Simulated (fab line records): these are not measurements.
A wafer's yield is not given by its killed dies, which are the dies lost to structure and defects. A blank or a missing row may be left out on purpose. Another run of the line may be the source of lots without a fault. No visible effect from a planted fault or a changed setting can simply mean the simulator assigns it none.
fab line records | flow nand_harc | part 2 of 2: steps 5 to 6 of 6
record lots=22 | wafers=66 | last_day=33
route steps=1302 shown A_STAIRCASE@650
lots untouched by any fault: they come from a run of this same line in which no faults occurred
start_h: start of the lot's first displayed wafer, in hours after the record's first day | wait_h: time in hours since the lot's previous step | " as in the row above | L1.1+2: several wafers, shown together as one row | - no value present, or no start provided | * or withheld: withheld | < > ~ a bound
route shown NAME@n: names a module that has steps shown in the file, with the first one's number in the route | usual: mean/standard deviation taken from wafers without a fault | same: alike in all rows | chamber/n: place in a boat | sites: per-site readings | _std_site: standard deviation across them | _edge_site: the outer-site mean with the inner-site mean subtracted | radius_mm: for every site, how far away it sits from the centre of the wafer | mask NAME#n: copy n | behind: the most recent tool/chamber to have shaped the wafer | hold: what put the lot on hold/how long, in hours/how the hold closed | device: names the non-switching transistor (n, p or np) | end of line: tests of these same wafers at the route's end | for a step that has no rows: nothing shown but its recipe | killed: dies lost to structure and defects at the first sort, not the wafer's yield | map: shows each die of a wafer: x if killed, . if not, _ if none is there
set.NAME: setting as actually run; set.NAME@STEP: the setting as run at that earlier step | model.NAME: the simulator's own value behind a step, which no gauge read
the route's steps for a sample of lots (tables are steps, rows are wafers)
services: when a tool's chamber went out of use (start_h, in hours from the record's first day, below 0 if earlier), for how many hours, and the reason
## steps
# step NHARC_A_STAIRCASE_TRIM_191
# recipe time_s=211.2 | o2_flow_sccm=500 | ar_flow_sccm=0 | bias_w=0 | chemistry=O2
# usual drypump_motor_current_A=5.9/0.42 | oes_product_au=1.004/0.01 | rf_vpp_V=57.7/0.9 | showerhead_plenum_p_Torr=3.51/0.13 | throttle_valve_pct=17.037/0.0095
lot.wafer | tool        | chamber | start_h | wait_h | drypump_motor_current_A | oes_product_au | rf_hours_counter_h | rf_vpp_V | showerhead_plenum_p_Torr | throttle_valve_pct
L075.2    | rie_diel-11 | 0       | -       | -      | 5.3                     | 1.010          | 32                 | 58.7     | 3.75                     | 17.048
L075.3    | "           | 1       | "       | "      | 6.4                     | 1.006          | 31                 | 57.2     | 3.61                     | 17.028
L075.5    | "           | 3       | "       | "      | 6.3                     | 1.007          | -                  | 57.9     | 3.63                     | 17.050
L076.3    | rie_diel-07 | 0       | -       | -      | 5.1                     | 1.006          | 11                 | 57.6     | 3.47                     | 17.020
L076.5    | "           | 1       | "       | "      | 6.3                     | 0.981          | -                  | 58.8     | 3.54                     | 17.023
L076.6    | "           | 2       | "       | "      | 5.7                     | 0.986          | -                  | 56.5     | 3.32                     | 17.041
L077.4    | rie_diel-10 | 1       | -       | -      | 6.1                     | 0.977          | 36                 | 57.8     | 3.44                     | 17.035
L077.2    | "           | 2       | "       | "      | 5.5                     | 1.013          | 46                 | 55.7     | 3.29                     | 17.028
L077.6    | "           | 2       | "       | "      | 5.6                     | 1.002          | -                  | 56.6     | 3.29                     | 17.031
L078.4    | rie_diel-07 | 0       | -       | -      | 5.1                     | 1.010          | 17                 | 57.9     | 3.46                     | 17.047
L078.3    | "           | 1       | "       | "      | 6.3                     | 1.004          | 28                 | 56.7     | 3.54                     | 17.036
L078.5    | "           | 3       | "       | "      | 6.1                     | 1.005          | -                  | 58.1     | 3.48                     | 17.019
L079.2    | rie_diel-10 | 2       | -       | -      | 5.5                     | 1.009          | 53                 | 57.5     | 3.29                     | 17.057
L079.6    | "           | 0       | "       | "      | 6.3                     | 1.003          | -                  | 58.1     | 3.49                     | 17.037
L079.5    | "           | 1       | "       | "      | 6.1                     | 0.993          | -                  | 57.4     | 3.44                     | 17.044
L080.4    | rie_diel-10 | 1       | -       | -      | 6.1                     | 0.987          | 45                 | 57.5     | 3.44                     | 17.037
L080.3    | "           | 2       | "       | "      | 5.5                     | 1.008          | 57                 | 54.7     | 3.29                     | 17.022
L080.6    | "           | 1       | "       | "      | 6.2                     | 0.989          | -                  | 57.8     | 3.44                     | 17.050
L082.4    | rie_diel-07 | 2       | -       | -      | 5.8                     | 0.990          | 43                 | 56.9     | 3.31                     | 17.034
L082.2    | "           | 1       | "       | "      | 6.3                     | 0.998          | 40                 | 58.7     | 3.53                     | 17.038
L082.5    | "           | 3       | "       | "      | 6.0                     | 1.011          | -                  | 56.8     | 3.47                     | 17.033
L081.4    | rie_diel-07 | 1       | -       | -      | 6.3                     | 0.996          | 40                 | 59.0     | 3.53                     | 17.030
L081.2    | "           | 3       | "       | "      | 6.0                     | 1.005          | 42                 | 57.6     | 3.47                     | 17.046
L081.6    | "           | 2       | "       | "      | 5.7                     | 0.994          | -                  | 57.1     | 3.31                     | 17.041
L084.3    | rie_diel-07 | 0       | -       | -      | 5.1                     | 0.993          | 34                 | 56.9     | 3.45                     | 17.036
L084.4    | "           | 3       | "       | "      | 6.0                     | 0.998          | 48                 | 59.8     | 3.46                     | 17.041
L084.6    | "           | 0       | "       | "      | 5.1                     | 1.006          | -                  | 56.8     | 3.45                     | 17.057
L083.3    | rie_diel-10 | 3       | -       | -      | 6.1                     | 1.002          | 4                  | 57.7     | 3.57                     | 17.040
L083.4    | "           | 0       | "       | "      | 6.3                     | 1.026          | 4                  | 57.5     | 3.48                     | 17.044
L083.2    | "           | 1       | "       | "      | 6.1                     | 0.991          | 4                  | 56.3     | 3.43                     | 17.019
L085.3    | rie_diel-11 | 1       | -       | -      | 6.4                     | 1.031          | 6                  | 57.3     | 3.59                     | 17.040
L085.2    | "           | 3       | "       | "      | 6.3                     | 1.008          | 7                  | 58.6     | 3.61                     | 17.050
L085.5    | "           | 0       | "       | "      | 5.3                     | 1.009          | -                  | 56.8     | 3.73                     | 17.036
L086.4    | rie_diel-11 | 2       | -       | -      | 5.6                     | 1.005          | 8                  | 58.7     | 3.38                     | 17.024
L086.5    | "           | 3       | "       | "      | 6.3                     | 1.016          | -                  | 57.5     | 3.61                     | 17.042
L086.6    | "           | 0       | "       | "      | 5.3                     | 1.012          | -                  | 59.1     | 3.73                     | 17.047
L088.3    | rie_diel-11 | 3       | -       | -      | 6.3                     | 1.009          | 15                 | 58.0     | 3.61                     | 17.029
L088.2    | "           | 1       | "       | "      | 6.4                     | 1.021          | 15                 | 57.6     | 3.58                     | 17.040
L088.6    | "           | 3       | "       | "      | 6.3                     | 1.009          | -                  | 58.1     | 3.61                     | 17.026
L087.3    | rie_diel-10 | 3       | -       | -      | 6.2                     | 1.013          | 17                 | 59.6     | 3.56                     | 17.039
L087.4    | "           | 2       | "       | "      | 5.5                     | 1.023          | 19                 | 58.2     | 3.80                     | 17.051
L087.6    | "           | 3       | "       | "      | 6.2                     | 1.012          | -                  | 60.4     | 3.56                     | 17.034
L089.3    | rie_diel-07 | 0       | -       | -      | 5.1                     | 0.998          | 7                  | 57.5     | 3.44                     | 17.021
L089.4    | "           | 1       | "       | "      | 6.3                     | 0.998          | 8                  | 57.2     | 3.52                     | 17.042
L089.2    | "           | 2       | "       | "      | 5.8                     | 1.004          | 6                  | 56.8     | 3.30                     | 17.038
L091.3    | rie_diel-07 | 2       | -       | -      | 5.7                     | 1.004          | 13                 | 58.9     | 3.29                     | 17.043
L091.4    | "           | 0       | "       | "      | 5.1                     | 0.996          | 15                 | 57.2     | 3.44                     | 17.039
L091.5    | "           | 2       | "       | "      | 5.8                     | 0.988          | -                  | 56.3     | 3.29                     | 17.037
L092.3    | rie_diel-10 | 1       | -       | -      | 6.1                     | 1.004          | 38                 | 57.3     | 3.42                     | 17.048
L092.4    | "           | 2       | "       | "      | 5.5                     | 1.020          | 34                 | 56.8     | 3.79                     | 17.026
L092.5    | "           | 1       | "       | "      | 6.1                     | 1.002          | -                  | 57.2     | 3.42                     | 17.045
L093.1    | rie_diel-11 | 2       | -       | -      | 5.5                     | 1.010          | 29                 | 58.9     | 3.37                     | 17.022
L093.6    | "           | 3       | "       | "      | 6.3                     | 0.991          | -                  | 58.9     | 3.60                     | 17.035
L093.5    | "           | 0       | "       | "      | 5.3                     | 1.004          | -                  | 58.2     | 3.72                     | 17.060
L094.1    | rie_diel-10 | 3       | -       | -      | 6.1                     | 1.027          | 37                 | 58.3     | 3.55                     | 17.033
L094.3    | "           | 0       | "       | "      | 6.3                     | 1.005          | 39                 | 58.3     | 3.46                     | 17.045
L094.6    | "           | 2       | "       | "      | 5.5                     | 1.010          | -                  | 58.5     | 3.79                     | 17.024
L095.4    | rie_diel-11 | 1       | -       | -      | 6.3                     | 1.017          | 40                 | 57.3     | 3.57                     | 17.052
L095.1    | "           | 2       | "       | "      | 5.6                     | 0.999          | 37                 | 57.3     | 3.36                     | 17.029
L095.5    | "           | 1       | "       | "      | 6.4                     | 1.006          | -                  | 57.9     | 3.57                     | 17.016
L096.4    | rie_diel-11 | 2       | -       | -      | 5.6                     | 0.996          | 39                 | 57.3     | 3.36                     | 17.044
L096.2    | "           | 3       | "       | "      | 6.3                     | 0.994          | 40                 | 59.4     | 3.59                     | 17.025
L096.5    | "           | 3       | "       | "      | 6.3                     | 0.993          | -                  | 57.2     | 3.59                     | 17.042
L097.3    | rie_diel-11 | 1       | -       | -      | 6.3                     | 1.017          | 44                 | 56.7     | 3.57                     | 17.035
L097.1    | "           | 0       | "       | "      | 5.3                     | 1.017          | 45                 | 59.4     | 3.71                     | 17.033
L097.5    | "           | 1       | "       | "      | 6.4                     | 1.013          | -                  | 58.0     | 3.57                     | 17.035
# step NHARC_A_STAIRCASE_TRIM_200
# recipe time_s=211.2 | o2_flow_sccm=500 | ar_flow_sccm=0 | bias_w=0 | chemistry=O2
# usual drypump_motor_current_A=5.9/0.45 | oes_product_au=1.003/0.01 | rf_vpp_V=57.8/0.89 | showerhead_plenum_p_Torr=3.51/0.13 | throttle_valve_pct=17.036/0.0083
lot.wafer | tool        | chamber | start_h | wait_h | drypump_motor_current_A | oes_product_au | rf_hours_counter_h | rf_vpp_V | showerhead_plenum_p_Torr | throttle_valve_pct
L075.2    | rie_diel-11 | 2       | -       | -      | 5.5                     | 1.003          | 34                 | 57.4     | 3.40                     | 17.040
L075.3    | "           | 3       | "       | "      | 6.3                     | 1.013          | 34                 | 57.0     | 3.63                     | 17.032
L075.5    | "           | 3       | "       | "      | 6.3                     | 1.002          | -                  | 60.0     | 3.63                     | 17.036
L076.3    | rie_diel-07 | 0       | -       | -      | 5.1                     | 1.004          | 11                 | 57.9     | 3.46                     | 17.041
L076.5    | "           | 3       | "       | "      | 6.1                     | 0.997          | -                  | 57.4     | 3.48                     | 17.058
L076.6    | "           | 0       | "       | "      | 5.1                     | 1.007          | -                  | 57.1     | 3.47                     | 17.037
L077.2    | rie_diel-11 | 1       | -       | -      | 6.4                     | 1.022          | 42                 | 57.7     | 3.60                     | 17.044
L077.6    | "           | 3       | "       | "      | 6.3                     | 1.012          | -                  | 57.5     | 3.63                     | 17.040
L077.4    | "           | 0       | "       | "      | 5.3                     | 0.993          | -                  | 57.5     | 3.75                     | 17.029
L078.4    | rie_diel-11 | 0       | -       | -      | 5.3                     | 1.000          | 47                 | 59.6     | 3.74                     | 17.031
L078.3    | "           | 2       | "       | "      | 5.5                     | 1.009          | 44                 | 58.0     | 3.39                     | 17.036
L078.5    | "           | 0       | "       | "      | 5.3                     | 1.010          | -                  | 59.0     | 3.74                     | 17.026
L079.2    | rie_diel-10 | 0       | -       | -      | 6.3                     | 1.001          | 51                 | 56.4     | 3.49                     | 17.037
L079.5    | "           | 2       | "       | "      | 5.5                     | 1.014          | -                  | 57.9     | 3.29                     | 17.035
L079.6    | "           | 3       | "       | "      | 6.1                     | 0.993          | -                  | 57.3     | 3.57                     | 17.027
L080.4    | rie_diel-10 | 0       | -       | -      | 6.3                     | 1.012          | 55                 | 58.7     | 3.49                     | 17.029
L080.3    | "           | 1       | "       | "      | 6.1                     | 0.987          | 46                 | 57.9     | 3.44                     | 17.037
L080.6    | "           | 2       | "       | "      | 5.5                     | 1.007          | -                  | 58.1     | 3.29                     | 17.033
L082.2    | rie_diel-10 | 0       | -       | -      | 6.3                     | 1.018          | 1                  | 58.3     | 3.48                     | 17.038
L082.4    | "           | 1       | "       | "      | 6.1                     | 0.995          | 1                  | 57.5     | 3.44                     | 17.033
L082.5    | "           | 0       | "       | "      | 6.3                     | 1.030          | -                  | 57.6     | 3.48                     | 17.041
L081.2    | rie_diel-07 | 3       | -       | -      | 6.0                     | 1.006          | 42                 | 58.1     | 3.47                     | 17.026
L081.4    | "           | 1       | "       | "      | 6.3                     | 0.993          | 40                 | 58.4     | 3.53                     | 17.044
L081.6    | "           | 3       | "       | "      | 6.1                     | 1.008          | -                  | 58.4     | 3.47                     | 17.044
L084.3    | rie_diel-10 | 2       | -       | -      | 5.5                     | 1.012          | 4                  | 58.1     | 3.81                     | 17.035
L084.4    | "           | 1       | "       | "      | 6.1                     | 1.008          | 4                  | 56.3     | 3.43                     | 17.039
L084.6    | "           | 2       | "       | "      | 5.5                     | 1.013          | -                  | 59.2     | 3.81                     | 17.038
L083.3    | rie_diel-11 | 0       | -       | -      | 5.3                     | 1.008          | 2                  | 57.6     | 3.74                     | 17.027
L083.2    | "           | 1       | "       | "      | 6.4                     | 1.019          | 2                  | 57.3     | 3.59                     | 17.032
L083.4    | "           | 2       | "       | "      | 5.6                     | 1.007          | 3                  | 58.9     | 3.38                     | 17.041
L085.3    | rie_diel-07 | 2       | -       | -      | 5.8                     | 0.987          | 54                 | 57.4     | 3.30                     | 17.040
L085.2    | "           | 0       | "       | "      | 5.1                     | 1.002          | 38                 | 58.8     | 3.45                     | 17.033
L085.5    | "           | 1       | "       | "      | 6.3                     | 0.989          | -                  | 58.0     | 3.53                     | 17.039
L086.4    | rie_diel-11 | 3       | -       | -      | 6.3                     | 1.005          | 9                  | 58.2     | 3.61                     | 17.062
L086.5    | "           | 0       | "       | "      | 5.3                     | 0.996          | -                  | 57.2     | 3.73                     | 17.043
L086.6    | "           | 1       | "       | "      | 6.4                     | 1.015          | -                  | 58.0     | 3.59                     | 17.035
L088.3    | rie_diel-11 | 3       | -       | -      | 6.3                     | 1.014          | 16                 | 60.0     | 3.61                     | 17.042
L088.2    | "           | 1       | "       | "      | 6.4                     | 1.010          | 16                 | 59.7     | 3.58                     | 17.043
L088.6    | "           | 2       | "       | "      | 5.6                     | 1.007          | -                  | 56.8     | 3.37                     | 17.033
L087.3    | rie_diel-07 | 3       | -       | -      | 6.1                     | 0.990          | 3                  | 57.2     | 3.46                     | 17.021
L087.4    | "           | 2       | "       | "      | 5.8                     | 0.998          | 4                  | 57.7     | 3.30                     | 17.035
L087.6    | "           | 3       | "       | "      | 6.1                     | 0.987          | -                  | 57.3     | 3.46                     | 17.044
L089.2    | rie_diel-07 | 0       | -       | -      | 5.1                     | 1.001          | 7                  | 58.2     | 3.44                     | 17.039
L089.3    | "           | 1       | "       | "      | 6.3                     | 0.988          | 8                  | 57.0     | 3.52                     | 17.045
L089.4    | "           | 2       | "       | "      | 5.8                     | 1.000          | 6                  | 56.3     | 3.30                     | 17.026
L091.3    | rie_diel-11 | 3       | -       | -      | 6.3                     | 1.001          | 26                 | 58.3     | 3.60                     | 17.040
L091.4    | "           | 2       | "       | "      | 5.5                     | 1.003          | 27                 | 57.0     | 3.37                     | 17.043
L091.5    | "           | 0       | "       | "      | 5.3                     | 1.003          | -                  | 58.1     | 3.72                     | 17.048
L092.4    | rie_diel-07 | 0       | -       | -      | 5.1                     | 1.003          | 17                 | 57.5     | 3.44                     | 17.040
L092.3    | "           | 2       | "       | "      | 5.8                     | 0.993          | 14                 | 58.5     | 3.29                     | 17.028
L092.5    | "           | 3       | "       | "      | 6.0                     | 0.998          | -                  | 57.4     | 3.45                     | 17.043
L093.1    | rie_diel-10 | 0       | -       | -      | 6.3                     | 1.011          | 36                 | 58.5     | 3.47                     | 17.012
L093.6    | "           | 2       | "       | "      | 5.5                     | 1.021          | -                  | 56.5     | 3.79                     | 17.039
L093.5    | "           | 3       | "       | "      | 6.1                     | 1.017          | -                  | 56.6     | 3.55                     | 17.014
L094.1    | rie_diel-11 | 0       | -       | -      | 5.3                     | 1.008          | 36                 | 59.4     | 3.72                     | 17.031
L094.3    | "           | 3       | "       | "      | 6.3                     | 1.004          | 34                 | 57.0     | 3.60                     | 17.038
L094.6    | "           | 1       | "       | "      | 6.4                     | 1.020          | -                  | 58.3     | 3.57                     | 17.040
L095.1    | rie_diel-10 | 2       | -       | -      | 5.5                     | 1.014          | 45                 | 59.4     | 3.78                     | 17.045
L095.4    | "           | 0       | "       | "      | 6.3                     | 1.005          | 45                 | 58.4     | 3.46                     | 17.036
L095.5    | "           | 3       | "       | "      | 6.1                     | 1.007          | -                  | 57.2     | 3.55                     | 17.040
L096.2    | rie_diel-07 | 2       | -       | -      | 5.8                     | 0.990          | 28                 | 57.7     | 3.29                     | 17.047
L096.5    | "           | 0       | "       | "      | 5.1                     | 0.994          | -                  | 56.1     | 3.43                     | 17.052
L096.4    | "           | 3       | "       | "      | 6.1                     | 0.979          | -                  | 58.5     | 3.45                     | 17.042
L097.1    | rie_diel-07 | 3       | -       | -      | 6.0                     | 0.997          | 30                 | 56.7     | 3.44                     | 17.046
L097.3    | "           | 0       | "       | "      | 5.1                     | 1.005          | 33                 | 57.1     | 3.43                     | 17.021
L097.5    | "           | 3       | "       | "      | 6.0                     | 1.005          | -                  | 58.4     | 3.44                     | 17.043
## services
tool        | chamber | start_h | hours | kind
rie_diel-10 | 0       | 331.08  | -     | clean
rie_diel-10 | 1       | 331.08  | -     | clean
rie_diel-10 | 2       | 331.08  | -     | clean
rie_diel-10 | 3       | 331.08  | -     | clean
rie_diel-07 | 2       | 347.87  | 6.1   | repair
rie_diel-11 | -       | 351.69  | 0.6   | repair
rie_diel-10 | 1       | 355.09  | 12.8  | repair
rie_diel-10 | 0       | 355.58  | -     | clean
rie_diel-10 | 2       | 355.58  | -     | clean
rie_diel-10 | 3       | 355.58  | -     | clean
rie_diel-10 | 0       | 380.08  | -     | clean
rie_diel-10 | 1       | 380.08  | -     | clean
rie_diel-10 | 2       | 380.08  | -     | clean
rie_diel-10 | 3       | 380.08  | -     | clean
rie_diel-11 | 2       | 395.11  | 2.1   | repair
rie_diel-10 | 0       | 404.58  | -     | clean
rie_diel-10 | 1       | 404.58  | -     | clean
rie_diel-10 | -       | 425.53  | 9.0   | pm
rie_diel-11 | -       | 434.90  | 9.0   | pm
rie_diel-10 | 2       | 450.87  | 4.9   | repair
rie_diel-07 | -       | 453.36  | 0.3   | repair
rie_diel-07 | 1       | 458.45  | 2.3   | repair
rie_diel-07 | 1       | 461.42  | 3.5   | repair
rie_diel-07 | -       | 473.11  | 9.0   | pm
